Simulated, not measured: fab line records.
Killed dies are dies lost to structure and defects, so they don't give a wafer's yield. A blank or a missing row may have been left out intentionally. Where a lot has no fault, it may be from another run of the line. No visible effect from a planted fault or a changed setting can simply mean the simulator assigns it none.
fab line records -- flow nand-harc
record: lots: 5, wafers: 15, last-day: 25
route steps=1159 shown A_SGD_CUT@751 A_SLIT@779 END@1159
lots untouched by any fault: they come from a run of this same line in which no faults occurred
start-h: hours from the record's opening day to when the first of the lot's shown wafers began -- wait-h: how many hours have passed since the lot's step before this one -- " identical to the entry in the row above -- L1.1+2: a single row standing in for several wafers -- - either no value or no given start -- * or withheld: withheld -- < > ~ a bound
route shown NAME@n: names a module that has steps shown in the file, with the first one's number in the route -- usual: the fault-free wafers' mean and standard deviation -- same: alike in all rows -- chamber/n: place in a boat -- sites: the reading at each site -- _std_site: their standard deviation -- _edge_site: the outer-site mean with the inner-site mean subtracted -- radius-mm: how far each site lies from the wafer's centre -- mask NAME#n: copy n -- behind: tool/chamber where the wafer was last shaped -- hold: why the lot was held/for how many hours/how that ended -- device: the n, p or np transistor that did not switch -- end of line: the route-end tests of the same wafers -- a step without rows: its recipe alone -- killed: dies that structure and defects cost at the first sort, which is not the same as the wafer's yield -- map: per-die view of a wafer (x killed, . not killed, _ where there is no die)
set.NAME: the run value of the setting; set.NAME@STEP: its run value at that earlier step -- model.NAME: the simulator's own value behind a step, which no gauge read
lots at selected steps of the route; one table per step, one row per wafer
services: when a tool's chamber went out of use (start-h, in hours from the record's first day, below 0 if earlier), for how many hours, and the reason
== steps ==
step: NHARC_A_SGD_CUT_COAT_57
recipe: temp-c: 225, time-s: 65
step: NHARC_A_SGD_CUT_COAT_03
recipe: spin-rpm: 1500, resist-thk-nm: 90
step: NHARC_A_SGD_CUT_SOFTBAKE_04
recipe: temp-c: 105, time-s: 55
step: NHARC_A_SGD_CUT_EBR_05
step: NHARC_A_SGD_CUT_EXPOSE_06
recipe: na: 1.35, dose-mj: 85.59, mask-id: SGD
step: NHARC_A_SGD_CUT_PEB_07
recipe: peb-temp-c: 100, peb-time-s: 65
step: NHARC_A_SGD_CUT_DEVELOP_08
recipe: develop-time-s: 35, dev-temp-c: 23
step: NHARC_A_SGD_CUT_CD_MEAS_09
recipe: target-cd-nm: 100, landing-energy-ev: 500
usual: cd-nm: 100.0/0.47
lot.wafer,tool,chamber,start-h,wait-h,cd-nm
L875.2,cd-sem-03,0,320.50,-,99.8
L875.5,cd-sem-03,0,320.50,-,99.8
L875.6,cd-sem-03,0,320.50,-,100.1
L874.1,cd-sem-01,0,321.93,-,99.1
L874.2,cd-sem-01,0,321.93,-,99.5
L874.3,cd-sem-01,0,321.93,-,99.6
L879.1,cd-sem-03,0,359.53,-,99.8
L879.2,cd-sem-03,0,359.53,-,99.8
L879.4,cd-sem-03,0,359.53,-,100.8
L891.1,cd-sem-03,0,401.54,-,99.4
L891.5,cd-sem-03,0,401.54,-,100.1
L891.6,cd-sem-03,0,401.54,-,100.1
L896.1,cd-sem-03,0,442.77,-,99.8
L896.3,cd-sem-03,0,442.77,-,99.5
L896.6,cd-sem-03,0,442.77,-,99.2
step: NHARC_A_SGD_CUT_OVL_MEAS_10
usual: overlay-x-nm: -0.1/0.99, overlay-y-nm: -0.1/1
lot.wafer,tool,chamber,start-h,wait-h,overlay-x-nm,overlay-y-nm
L875.2,overlay-02,-,320.60,-,0.6,0.6
L875.5,overlay-02,-,320.60,-,0.6,1.4
L875.6,overlay-02,-,320.60,-,0.1,1.2
L874.1,overlay-02,-,322.02,-,-1.0,0.2
L874.2,overlay-02,-,322.02,-,-0.4,0.2
L874.3,overlay-02,-,322.02,-,-0.6,0.2
L879.1,overlay-01,-,359.62,-,-2.0,-1.1
L879.2,overlay-01,-,359.62,-,-2.3,-1.0
L879.4,overlay-01,-,359.62,-,-2.4,-1.3
L891.1,overlay-02,-,401.63,-,2.0,-1.0
L891.5,overlay-02,-,401.63,-,2.1,-1.2
L891.6,overlay-02,-,401.63,-,1.6,-1.0
L896.1,overlay-02,-,442.86,-,-1.4,-0.4
L896.3,overlay-02,-,442.86,-,-0.8,-0.8
L896.6,overlay-02,-,442.86,-,-1.3,-0.7
step: NHARC_A_SGD_CUT_INSPECT_11
usual: raw-defect-count: 20/11
lot.wafer,tool,chamber,start-h,wait-h,raw-defect-count
L875.2,defect-inspect-01,-,320.64,0.0,4
L875.5,defect-inspect-01,-,320.64,0.0,5
L875.6,defect-inspect-01,-,320.64,0.0,5
L874.1,defect-inspect-01,-,322.06,0.0,15
L874.2,defect-inspect-01,-,322.06,0.0,11
L874.3,defect-inspect-01,-,322.06,0.0,19
L879.1,defect-inspect-01,-,359.66,0.0,29
L879.2,defect-inspect-01,-,359.66,0.0,20
L879.4,defect-inspect-01,-,359.66,0.0,18
L891.1,defect-inspect-01,-,401.67,0.0,30
L891.5,defect-inspect-01,-,401.67,0.0,35
L891.6,defect-inspect-01,-,401.67,0.0,26
L896.1,defect-inspect-01,-,442.90,0.0,7
L896.3,defect-inspect-01,-,442.90,0.0,13
L896.6,defect-inspect-01,-,442.90,0.0,10
step: NHARC_A_SGD_CUT_DESCUM_14
recipe: time-s: 3, o2-flow-sccm: 200, ar-flow-sccm: 0, bias-power-w: 0, chemistry: O2
step: NHARC_A_SGD_CUT_ETCH_58
recipe: target-depth-a: 390, over-etch-frac: 0.3, time-s: 65, ion-energy-ev: 80, cf4-flow-sccm: 150, ar-flow-sccm: 0, rf-w: 300, bias-w: 100, chemistry: CF4
usual: drypump-motor-current-A: 5.9/0.52, oes-product-au: 0.999/0.0076, rf-vpp-V: 151.6/1.1, showerhead-plenum-p-Torr: 1.79/0.07, throttle-valve-pct: 13.284/0.0085
same: time-s: 65
lot.wafer,tool,chamber,start-h,wait-h,drypump-motor-current-A,oes-product-au,rf-hours-counter-h,rf-vpp-V,showerhead-plenum-p-Torr,throttle-valve-pct
L875.2,rie-diel-13,1,320.80,0.1,5.7,0.991,2,152.2,1.72,13.281
L875.6,rie-diel-13,2,320.80,0.1,5.6,0.998,-,151.4,1.81,13.285
L875.5,rie-diel-13,3,320.80,0.1,6.1,0.989,-,152.1,1.81,13.280
L874.3,rie-diel-12,2,322.20,0.1,5.0,1.001,11,152.2,1.86,13.286
L874.2,rie-diel-12,0,322.20,0.1,6.8,1.000,10,153.0,1.87,13.285
L874.1,rie-diel-12,1,322.20,0.1,6.6,1.003,11,152.3,1.89,13.289
L879.1,rie-diel-13,0,359.80,0.1,5.7,0.994,7,151.5,1.76,13.296
L879.2,rie-diel-13,1,359.80,0.1,5.6,1.009,6,151.3,1.72,13.273
L879.4,rie-diel-13,3,359.80,0.1,6.1,0.999,7,151.6,1.81,13.288
L891.1,rie-diel-12,3,401.82,0.1,5.3,1.001,2,150.2,1.70,13.283
L891.6,rie-diel-12,3,401.82,0.1,5.3,1.009,-,151.2,1.70,13.279
L891.5,rie-diel-12,0,401.82,0.1,6.8,1.000,-,151.8,1.87,13.279
L896.1,rie-diel-13,3,443.05,0.1,6.1,0.998,16,151.0,1.81,13.289
L896.3,rie-diel-13,1,443.05,0.1,5.6,1.001,12,151.0,1.72,13.289
L896.6,rie-diel-13,2,443.05,0.1,5.6,0.992,-,151.9,1.80,13.285
step: NHARC_A_SGD_CUT_ETCH_59
recipe: target-depth-a: 2600, over-etch-frac: 0.25, time-s: 406.25, ion-energy-ev: 200, n2-flow-sccm: 150, h2-flow-sccm: 150, ar-flow-sccm: 0, rf-w: 400, bias-w: 150, chemistry: N2/H2
usual: drypump-motor-current-A: 5.9/0.53, oes-product-au: 0.999/0.007, rf-vpp-V: 431.6/2.6, showerhead-plenum-p-Torr: 2.08/0.091, throttle-valve-pct: 14.172/0.0097
same: time-s: 406.25
lot.wafer,tool,chamber,start-h,wait-h,drypump-motor-current-A,oes-product-au,rf-hours-counter-h,rf-vpp-V,showerhead-plenum-p-Torr,throttle-valve-pct
L875.2,rie-diel-13,1,320.87,-,5.6,0.996,2,427.6,1.98,14.184
L875.6,rie-diel-13,1,320.87,-,5.6,0.997,-,429.5,1.98,14.172
L875.5,rie-diel-13,2,320.87,-,5.6,0.992,-,430.5,2.09,14.165
L874.2,rie-diel-12,0,322.29,-,6.7,0.992,10,434.7,2.17,14.183
L874.1,rie-diel-12,2,322.29,-,5.0,1.001,11,433.1,2.16,14.169
L874.3,rie-diel-12,3,322.29,-,5.3,1.001,10,429.4,1.96,14.165
L879.2,rie-diel-13,1,359.89,-,5.7,0.996,6,429.2,1.98,14.171
L879.1,rie-diel-13,3,359.89,-,6.1,1.004,7,432.3,2.09,14.177
L879.4,rie-diel-13,0,359.89,-,5.8,0.994,7,431.4,2.03,14.178
L891.1,rie-diel-12,2,401.99,-,5.0,1.008,2,433.6,2.15,14.163
L891.5,rie-diel-12,0,401.99,-,6.7,0.997,-,433.8,2.17,14.171
L891.6,rie-diel-12,1,401.99,-,6.6,0.997,-,434.9,2.19,14.180
L896.1,rie-diel-13,2,443.13,-,5.6,0.988,16,432.4,2.08,14.169
L896.3,rie-diel-13,3,443.13,-,6.1,0.997,16,432.5,2.09,14.173
L896.6,rie-diel-13,3,443.13,-,6.1,0.995,-,431.5,2.09,14.174
step: NHARC_A_SGD_CUT_ETCH_15
recipe: target-depth-a: 750, time-s: 64.3, ch3f-flow-sccm: 50, o2-flow-sccm: 30, ar-flow-sccm: 200, rf-w: 500, bias-w: 100, chemistry: CH3F/O2
step: NHARC_A_SGD_CUT_ETCH_16
recipe: target-depth-a: 3105, time-s: 155.2, c4f8-flow-sccm: withheld, o2-flow-sccm: 8, ar-flow-sccm: withheld, rf-w: 600, bias-w: 800, chemistry: C4F8/O2/Ar
step: NHARC_A_SGD_CUT_STRIP_60
recipe: c4f8-flow-sccm: withheld, o2-flow-sccm: 8, ar-flow-sccm: withheld, bias-w: 0, chemistry: C4F8/O2/Ar
step: NHARC_A_SGD_CUT_STRIP_17
recipe: o2-flow-sccm: 500, ar-flow-sccm: 0, bias-w: 0, chemistry: O2
usual: drypump-motor-current-A: 5.8/0.52, oes-product-au: 0.999/0.0086, rf-vpp-V: 58.0/0.76, showerhead-plenum-p-Torr: 3.57/0.14, throttle-valve-pct: 17.037/0.0082
lot.wafer,tool,chamber,start-h,wait-h,drypump-motor-current-A,oes-product-au,rf-hours-counter-h,rf-vpp-V,showerhead-plenum-p-Torr,throttle-valve-pct
L875.2,rie-diel-13,2,-,-,5.7,0.990,3,58.3,3.60,17.057
L875.6,rie-diel-13,1,-,-,5.6,0.994,-,57.0,3.44,17.045
L875.5,rie-diel-13,2,-,-,5.7,0.982,-,58.2,3.60,17.050
L874.1,rie-diel-12,2,-,-,5.0,0.998,11,58.4,3.71,17.037
L874.2,rie-diel-12,3,-,-,5.3,1.010,11,57.2,3.40,17.025
L874.3,rie-diel-12,1,-,-,6.6,0.998,11,57.8,3.77,17.035
L879.4,rie-diel-13,0,-,-,5.7,0.988,7,58.8,3.52,17.049
L879.2,rie-diel-13,1,-,-,5.6,1.001,7,58.6,3.44,17.034
L879.1,rie-diel-13,2,-,-,5.6,1.001,6,58.2,3.60,17.043
L891.1,rie-diel-12,3,-,-,5.3,1.004,2,57.0,3.40,17.040
L891.5,rie-diel-12,1,-,-,6.6,1.015,-,59.3,3.77,17.053
L891.6,rie-diel-12,2,-,-,5.0,1.006,-,57.8,3.71,17.036
L896.3,rie-diel-13,1,-,-,5.7,0.994,12,58.4,3.44,17.037
L896.1,rie-diel-13,3,-,-,6.1,0.986,16,57.8,3.60,17.039
L896.6,rie-diel-13,1,-,-,5.7,0.994,-,58.3,3.44,17.040
step: NHARC_A_SGD_CUT_PRECLEAN_18
recipe: time-s: *, temp-c: 50, bath-age-min: 0, chemistry: SC1
step: NHARC_A_SGD_CUT_SRD_19
step: NHARC_A_SGD_CUT_DEP_20
recipe: target-thk-a: 1500, temp-c: 65, material: SiO2
step: NHARC_A_SGD_CUT_ANNEAL_27
recipe: temp-c: 450, time-s: 1800
step: NHARC_A_SGD_CUT_CMP_21
recipe: target-thk-nm: 148.19
step: NHARC_A_SGD_CUT_THK_MEAS_22
recipe: thk-meas-gauge: ellipsometry
usual: thk-nm: 148.1/1.5
lot.wafer,tool,chamber,start-h,wait-h,thk-nm
L875.2,film-metro-01,-,326.67,0.2,150.4
L875.5,film-metro-01,-,326.67,0.2,150.4
L875.6,film-metro-01,-,326.67,0.2,149.5
L874.1,film-metro-01,-,326.87,0.2,144.3
L874.2,film-metro-01,-,326.87,0.2,145.1
L874.3,film-metro-01,-,326.87,0.2,150.2
L879.1,film-metro-02,-,365.72,0.2,148.1
L879.2,film-metro-02,-,365.72,0.2,147.4
L879.4,film-metro-02,-,365.72,0.2,147.4
L891.1,film-metro-01,-,411.08,0.2,151.8
L891.5,film-metro-01,-,411.08,0.2,148.9
L891.6,film-metro-01,-,411.08,0.2,150.2
L896.1,film-metro-01,-,449.35,0.2,150.6
L896.3,film-metro-01,-,449.35,0.2,149.9
L896.6,film-metro-01,-,449.35,0.2,149.6
step: NHARC_A_SGD_CUT_SRD_23
step: NHARC_A_SGD_CUT_ETCH_26
recipe: target-depth-a: 458, chemistry: dHF, material: SiO2
step: NHARC_A_SGD_CUT_ETCHBACK_24
recipe: target-depth-a: 500, over-etch-frac: 0.3, time-s: 92.857, ion-energy-ev: 120, ch3f-flow-sccm: 50, o2-flow-sccm: 30, ar-flow-sccm: 200, rf-w: 500, bias-w: 100, chemistry: CH3F/O2
usual: drypump-motor-current-A: 5.8/0.45, oes-product-au: 0.97/0.034, rf-vpp-V: 244.7/1.6, showerhead-plenum-p-Torr: 2.49/0.096, throttle-valve-pct: 20.662/0.0087
same: time-s: 92.857
lot.wafer,tool,chamber,start-h,wait-h,drypump-motor-current-A,oes-product-au,rf-hours-counter-h,rf-vpp-V,showerhead-plenum-p-Torr,throttle-valve-pct
L875.2,rie-diel-13,2,326.90,0.2,5.7,0.92,3,245.2,2.51,20.686
L875.6,rie-diel-13,1,326.90,0.2,5.6,0.92,-,244.3,2.40,20.663
L875.5,rie-diel-13,2,326.90,0.2,5.6,0.92,-,244.5,2.51,20.662
L874.1,rie-diel-13,0,327.10,0.2,5.7,0.99,4,246.4,2.45,20.641
L874.2,rie-diel-13,2,327.10,0.2,5.7,1.00,3,245.2,2.51,20.646
L874.3,rie-diel-13,3,327.10,0.2,6.1,1.00,4,245.1,2.52,20.668
L879.1,rie-diel-13,1,365.94,0.1,5.6,0.92,8,243.6,2.39,20.655
L879.4,rie-diel-13,2,365.94,0.1,5.6,0.91,7,245.9,2.51,20.666
L879.2,rie-diel-13,3,365.94,0.1,6.1,0.92,8,244.0,2.52,20.659
L891.1,rie-diel-13,1,411.33,0.2,5.6,1.00,10,243.8,2.39,20.651
L891.5,rie-diel-13,3,411.33,0.2,6.1,1.00,-,243.9,2.51,20.667
L891.6,rie-diel-13,0,411.33,0.2,5.7,0.99,-,244.3,2.45,20.670
L896.3,rie-diel-12,2,449.57,0.1,5.0,0.99,7,245.3,2.59,20.662
L896.1,rie-diel-12,3,449.57,0.1,5.3,0.99,7,243.3,2.36,20.671
L896.6,rie-diel-12,2,449.57,0.1,5.0,1.00,-,245.1,2.59,20.661
step: NHARC_A_SGD_CUT_STRIP_28
recipe: time-s: 20, o2-flow-sccm: 500, ar-flow-sccm: 0, bias-w: 0, chemistry: O2
step: NHARC_A_SLIT_DEP_25
recipe: target-thk-a: 2000, temp-c: 400, pressure-torr: 6.5, rf-w: 900, teos-flow-sccm: 161.4, flow-sccm: 2650, target-thk-nm: 200, gas: O2, material: SiO2
usual: heater-power-w: 574/96, throttle-valve-pct: 16.0/0.5
lot.wafer,tool,chamber,start-h,wait-h,heater-power-w,throttle-valve-pct
L875.2,pecvd-02,1,327.36,0.2,628,15.4
L875.6,pecvd-02,2,327.36,0.2,485,15.5
L875.5,pecvd-02,1,327.36,0.2,615,15.3
L874.2,pecvd-02,2,327.52,0.2,507,15.5
L874.1,pecvd-02,0,327.52,0.2,612,16.4
L874.3,pecvd-02,1,327.52,0.2,539,15.2
L879.1,pecvd-04,1,366.42,0.1,570,15.4
L879.2,pecvd-04,2,366.42,0.1,730,16.7
L879.4,pecvd-04,1,366.42,0.1,598,15.5
L891.1,pecvd-01,2,411.61,0.1,677,16.6
L891.5,pecvd-01,2,411.61,0.1,677,16.4
L891.6,pecvd-01,0,411.61,0.1,660,16.7
L896.3,pecvd-01,1,449.99,0.2,548,15.7
L896.1,pecvd-01,0,449.99,0.2,648,16.1
L896.6,pecvd-01,1,449.99,0.2,548,15.5
step: NHARC_A_SLIT_DEP_00
recipe: target-thk-a: 32000, temp-c: 400, material: aC
usual: throttle-valve-pct: 35.000/0.0092
lot.wafer,tool,chamber,start-h,wait-h,throttle-valve-pct
L875.2,acl-dep-02,0,327.95,-,35.002
L875.5,acl-dep-02,0,327.95,-,34.989
L875.6,acl-dep-02,0,327.95,-,35.005
L874.1,acl-dep-02,0,329.60,-,34.994
L874.2,acl-dep-02,0,329.60,-,34.999
L874.3,acl-dep-02,0,329.60,-,34.993
L879.1,acl-dep-01,0,367.59,-,34.998
L879.2,acl-dep-01,0,367.59,-,35.003
L879.4,acl-dep-01,0,367.59,-,35.003
L891.1,acl-dep-01,0,413.77,2.1,35.008
L891.5,acl-dep-01,0,415.06,3.2,35.013
L891.6,acl-dep-01,0,415.06,3.2,35.007
L896.1,acl-dep-01,0,450.33,-,35.004
L896.3,acl-dep-01,0,450.33,-,34.991
L896.6,acl-dep-01,0,450.33,-,34.995
step: NHARC_A_SLIT_DEP_23
recipe: target-thk-a: 1000, target-thk-nm: 100, temp-c: 400, pressure-torr: 3.5, flow-sccm: 200, rf-w: 350, material: SiON
step: NHARC_A_SLIT_DEHYDRATE_01
recipe: temp-c: 150, time-s: 120
step: NHARC_A_SLIT_HMDS_02
recipe: time-s: 30
step: NHARC_A_SLIT_COAT_03
recipe: spin-rpm: 1500, resist-thk-nm: 90
step: NHARC_A_SLIT_SOFTBAKE_04
recipe: temp-c: 105, time-s: 55
step: NHARC_A_SLIT_EBR_05
step: NHARC_A_SLIT_EXPOSE_06
recipe: na: 1.35, dose-mj: 60.82, mask-id: SLIT
step: NHARC_A_SLIT_PEB_07
recipe: peb-temp-c: 100, peb-time-s: 65
step: NHARC_A_SLIT_DEVELOP_08
recipe: develop-time-s: 35, dev-temp-c: 23
step: NHARC_A_SLIT_CD_MEAS_09
recipe: target-cd-nm: 300, landing-energy-ev: 500
usual: cd-nm: 300.0/0.48
lot.wafer,tool,chamber,start-h,wait-h,cd-nm
L875.2,cd-sem-03,0,330.20,-,299.6
L875.5,cd-sem-03,0,330.20,-,300.4
L875.6,cd-sem-03,0,330.20,-,300.3
L874.1,cd-sem-03,0,332.33,-,299.5
L874.2,cd-sem-03,0,332.33,-,299.4
L874.3,cd-sem-03,0,332.33,-,299.9
L879.1,cd-sem-03,0,370.25,-,299.7
L879.2,cd-sem-03,0,370.25,-,300.3
L879.4,cd-sem-03,0,370.25,-,300.6
L891.1,cd-sem-03,0,416.40,-,299.7
L891.5,cd-sem-03,0,416.40,-,299.8
L891.6,cd-sem-03,0,416.40,-,300.7
L896.1,cd-sem-01,0,453.00,-,300.3
L896.3,cd-sem-01,0,453.00,-,300.4
L896.6,cd-sem-01,0,453.00,-,300.4
step: NHARC_A_SLIT_OVL_MEAS_10
usual: overlay-x-nm: 0.1/1, overlay-y-nm: 0.4/0.76
lot.wafer,tool,chamber,start-h,wait-h,overlay-x-nm,overlay-y-nm
L875.2,overlay-02,-,330.29,-,0.2,0.2
L875.5,overlay-02,-,330.29,-,1.2,0.5
L875.6,overlay-02,-,330.29,-,0.6,0.8
L874.1,overlay-01,-,332.43,-,0.8,0.9
L874.2,overlay-01,-,332.43,-,0.8,1.1
L874.3,overlay-01,-,332.43,-,1.0,0.5
L879.1,overlay-01,-,370.34,-,0.0,1.2
L879.2,overlay-01,-,370.34,-,0.0,0.9
L879.4,overlay-01,-,370.34,-,-0.4,1.0
L891.1,overlay-01,-,416.49,-,0.0,0.9
L891.5,overlay-01,-,416.49,-,0.0,1.0
L891.6,overlay-01,-,416.49,-,0.5,1.0
L896.1,overlay-01,-,453.09,-,0.3,0.4
L896.3,overlay-01,-,453.09,-,0.2,0.1
L896.6,overlay-01,-,453.09,-,-0.3,1.2
step: NHARC_END_SORT_01
recipe: temp-c: 25
usual: killed-at-array: 27/11, killed-at-other: 0.8/1.1, killed-at-periphery: 2.8/1.9, killed-dies: 30/11, killed-open: 3.3/1.8, killed-short: 2.3/1.5
same: gross-dies: 677
lot.wafer,tool,chamber,start-h,wait-h,killed-at-array,killed-at-other,killed-at-periphery,killed-dies,killed-open,killed-short
L879.1,prober-02,0,481.78,2.5,91,2,0,93,1,0
killed by level:class
L879.1 A_SGD_CUT:unspecified=57 A_CHANNEL_HOLE_D1:chamber-film-flake=19 A_CONTACT:chamber-film-flake=6 A_SLIT:chamber-film-flake=5 A_STAIRCASE:chamber-film-flake=2 THIN_TSV:chamber-film-flake=2 A_M0:geometric-particle:open=1 A_WL_FILL:chamber-film-flake=1
map L879.1 (x killed, . not)
____________.____________
_________......._________
_______..........._______
______.............______
_____..............._____
____.................____
____.................____
___...................___
___...................___
__.....................__
__.....................__
_......................._
_......................._
_......................._
_.x....................._
_......................._
.........................
....x....................
..x.xx...................
...xxx..x................
.x.x.xx..........x.......
_x..xx.................._
_..xx.x................._
_..x.xx...x............._
_......................._
_....x.x................_
__.x...................__
__.......x.............__
___.....x.x...........___
___..xxxxxxxx.........___
____xx.xxxxxxx.......____
____x..xxxxxxxx.....x____
_____.x.xxxxxxx...x._____
______xxxxxxxxxx...______
_______xxxxxxxxx.._______
_________xxxxxxx_________
____________x____________
map L896.3 (x killed, . not)
____________.____________
_________......._________
_______..........._______
______.............______
_____..............._____
____.................____
____.............x...____
___...................___
___...x...............___
__.....................__
__.....................__
_......................._
_.xx...................._
_.....x................._
_xx....................._
_......................._
.........................
x.x.x....................
.........................
.xx.x....................
..x.....x................
_...................x..._
_...x..xx..............._
_......................._
_......................._
_...........x..........._
__................x....__
__.....................__
___xx.................___
___...................___
____.................____
____.x...............____
_____xx............._____
______.............______
_______x.........._______
_________......._________
____________.____________
== services ==
tool,chamber,start-h,hours,kind
rie-diel-13,2,302.04,4.4,repair
rie-diel-13,0,309.60,-,clean
rie-diel-13,1,309.60,-,clean
rie-diel-13,2,309.60,-,clean
rie-diel-13,3,309.60,-,clean
rie-diel-12,1,327.02,12.7,repair
rie-diel-12,3,330.65,11.5,repair
pecvd-02,-,334.00,13.0,pm
rie-diel-13,0,334.10,-,clean
rie-diel-13,1,334.10,-,clean
rie-diel-13,2,334.10,-,clean
rie-diel-13,3,334.10,-,clean
rie-diel-13,2,336.84,5.3,repair
pecvd-01,0,345.41,3.6,repair
acl-dep-02,-,349.24,13.0,pm
pecvd-04,-,360.38,0.3,repair
rie-diel-13,1,366.36,30.1,repair
rie-diel-12,0,369.94,2.3,repair
rie-diel-12,1,373.02,6.4,repair
pecvd-04,-,376.21,13.0,pm
rie-diel-12,-,379.40,9.0,pm
pecvd-01,-,389.82,0.6,repair
pecvd-01,-,418.60,13.0,pm
pecvd-01,0,451.17,21.6,repair
== key ==
first-sign: step: NHARC_END_SORT_01, reading: killed-at-array, direction: up, sigmas: 5.9, usual: 27, struck: 91
effect: step: NHARC_END_SORT_01, reading: killed-dies, direction: up, sigmas: 5.7, usual: 30, struck: 93
more-kills-born-at: NHARC_A_SGD_CUT_ETCH_59@rie-diel-13: 57
met-at NHARC_A_SGD_CUT_ETCH_59
struck-wafers L879.1
tester-left-out L879
fault: kind: chamber-particle-source, tool: rie-diel-13, chamber: 3, onset-h: 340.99, steps: NHARC_A_SGD_CUT_ETCH_59, rate-per-visit-cm2: 1.0876, end-h: 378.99
tester-left-out: of these lots the tester's yield and bins aren't shown, on N5 and GAA mostly nor the transistor test; their killed dies are dies lost to structure and defects alone, not to doping, threshold or leakage, so they don't give the yield
